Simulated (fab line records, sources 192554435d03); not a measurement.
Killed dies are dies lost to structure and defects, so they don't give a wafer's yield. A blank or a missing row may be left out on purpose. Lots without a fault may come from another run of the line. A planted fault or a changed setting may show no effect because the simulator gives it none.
Which tool did it? | flow n5_finfet | 8 lots, 24 wafers sampled, at 3 steps of a route of 1938

WHAT THE GAUGES READ, wafer by wafer
N5_BEOL_M0_CUTY_INSPECT_59: inspects for defects (macro).
lot  | measured     | on                | raw_defect_count
L293 | day 6 00:26  | defect_inspect-01 | 2 2 0
L295 | day 6 13:28  | defect_inspect-02 | 3 1 2
L298 | day 7 01:04  | defect_inspect-02 | 3 3 3
L304 | day 8 20:43  | defect_inspect-01 | 1 1 0
L307 | day 9 12:01  | defect_inspect-01 | >300 >300 >300
L310 | day 10 08:20 | defect_inspect-01 | >300 >300 >300
L312 | day 10 15:26 | defect_inspect-01 | 2 4 5
L315 | day 11 10:38 | defect_inspect-01 | 2 1 0

WHICH TOOL RAN EACH LOT (tool, then ch and the chambers of the sampled wafers, then the start)
lot  | N5_BEOL_M0_SAQP_ETCH_73            | N5_BEOL_M0_SAQP_CUT_ETCH_46
L293 | rie_diel-06 ch 0,2, day 5 23:07    | rie_diel-06 ch 0,2, day 5 23:10
L295 | rie_diel-06 ch 0,2, day 6 12:10    | rie_diel-06 ch 0,2, day 6 12:12
L298 | rie_diel-02 ch 0,1,2, day 6 23:46  | rie_diel-02 ch 0,1,2, day 6 23:48
L304 | rie_diel-02 ch 2,3, day 8 18:53    | rie_diel-02 ch 2,3, day 8 18:55
L307 | rie_diel-06 ch 0,1,2, day 9 10:43  | rie_diel-06 ch 0,1,2, day 9 10:45
L310 | rie_diel-06 ch 0,2, day 10 07:06   | rie_diel-06 ch 0,2, day 10 07:08
L312 | rie_diel-01 ch 0,2,3, day 10 14:06 | rie_diel-01 ch 0,2,3, day 10 14:08
L315 | rie_diel-02 ch 0,2, day 11 09:13   | rie_diel-02 ch 0,2, day 11 09:15
- N5_BEOL_M0_SAQP_ETCH_73: etches SiARC in CF4, target depth 19.5 nm, time 32.5 s.
- N5_BEOL_M0_SAQP_CUT_ETCH_46: etches SOC in N2/H2, target depth 135 nm, overetch 27 nm, time 202.5 s.

THE ANSWER, worked out from the rows above alone
Rule: what is usual is taken from the lots themselves. Put in order of their means at a reading, lots are off if they are a third of the lots or fewer, leave a main group of 4 or more, and stand apart from it by a gap of 3 or more times the standard deviation of the main group's means; of several such gaps the widest counts. A main group whose means are all the same, to the digits that the tables above print for the reading, isn't used. A lot without any number at a reading at which 4 lots or more have one is off too. The other lots that the step has rows for count as sound.
Off: L307, L310, at N5_BEOL_M0_CUTY_INSPECT_59 (raw_defect_count). Without a number there: L307, L310. The main group: mean 1.9, standard deviation 1.1.
A tool fits if, at a process step before that reading, it ran every lot that is off, and no sound lot after the first of them. The gauges at N5_BEOL_M0_CUTY_INSPECT_59 are tried like those tools. One fits: rie_diel-06 at N5_BEOL_M0_SAQP_ETCH_73 and N5_BEOL_M0_SAQP_CUT_ETCH_46. At N5_BEOL_M0_SAQP_ETCH_73 its last sound lot is L295 (day 6 12:10), its first lot that is off L307 (day 9 10:43): a fault that began between those two fits.

WHAT THE SIMULATOR HAD PUT IN
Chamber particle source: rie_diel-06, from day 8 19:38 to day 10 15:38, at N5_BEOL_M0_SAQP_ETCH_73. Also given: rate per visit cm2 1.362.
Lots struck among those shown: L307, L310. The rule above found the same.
